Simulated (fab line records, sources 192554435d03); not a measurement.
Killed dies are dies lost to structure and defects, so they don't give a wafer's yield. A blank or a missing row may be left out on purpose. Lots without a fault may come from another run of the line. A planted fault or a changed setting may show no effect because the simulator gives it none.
One fault seen from 2 desks | flow n5_finfet | each desk has only its own numbers; what lay behind them comes last

THE METROLOGY DESK
What the gauges read, lot by lot, whatever tool the lot ran on: means of the sampled wafers that have a number. A lot is out of limits, marked OUT, if its mean lies more than 4 standard deviations from the usual mean; the brackets give that distance.
Columns: A = cd_nm at N5_BEOL_M2_CD_MEAS_11, usual 16.74 nm; B = M2_OVL at N5_BEOL_M2_OVL_MEAS_12, usual -0.1 nm
lot  | first seen here | A     | B
L374 | day 6 12:00     | 16.89 | 0.1
L375 | day 6 19:44     | 16.71 | -0.3
L376 | day 6 23:28     | 16.61 | -0.2
L379 | day 7 23:23     | 16.57 | -0.8
L380 | day 8 08:43     | 16.89 | 0.6
L384 | day 9 05:27     | 16.73 | -0.4
L391 | day 10 19:05    | 16.67 | -0.1
L392 | day 11 01:11    | 16.82 | -0.9
L393 | day 11 05:18    | 16.80 | -0.5
L394 | day 11 15:08    | 16.92 | -0.1
L395 | day 11 18:12    | 16.86 | 1.0
L397 | day 12 04:44    | 16.77 | -0.1
This desk's finding: nothing out of limits on any of the 12 lots.

THE TOOL OWNER'S DESK: euv_scanner-02
The tool's own readings at N5_BEOL_M2_EXPOSE_08 (exposes mask M2): means of the sampled wafers that have a number, for each lot that ran on this tool. A lot is out of limits, marked OUT, if its mean lies more than 4 standard deviations from the usual mean; the brackets give that distance.
Columns: A = exposure_dose_mJ_cm2 at N5_BEOL_M2_EXPOSE_08, usual 41.16
lot  | first seen here | A
L374 | day 6 11:52     | 41.17
L380 | day 8 08:35     | 41.18
L391 | day 10 18:58    | 41.16
L393 | day 11 05:10    | 41.11
L394 | day 11 15:01    | 41.15
L395 | day 11 18:05    | 41.17
L397 | day 12 04:37    | 41.16
This desk's finding: nothing out of limits on any of the 7 lots.

PUT TOGETHER
The metrology desk saw nothing out of limits.
The tool owner's desk saw nothing out of limits.

WHAT THE SIMULATOR HAD PUT IN
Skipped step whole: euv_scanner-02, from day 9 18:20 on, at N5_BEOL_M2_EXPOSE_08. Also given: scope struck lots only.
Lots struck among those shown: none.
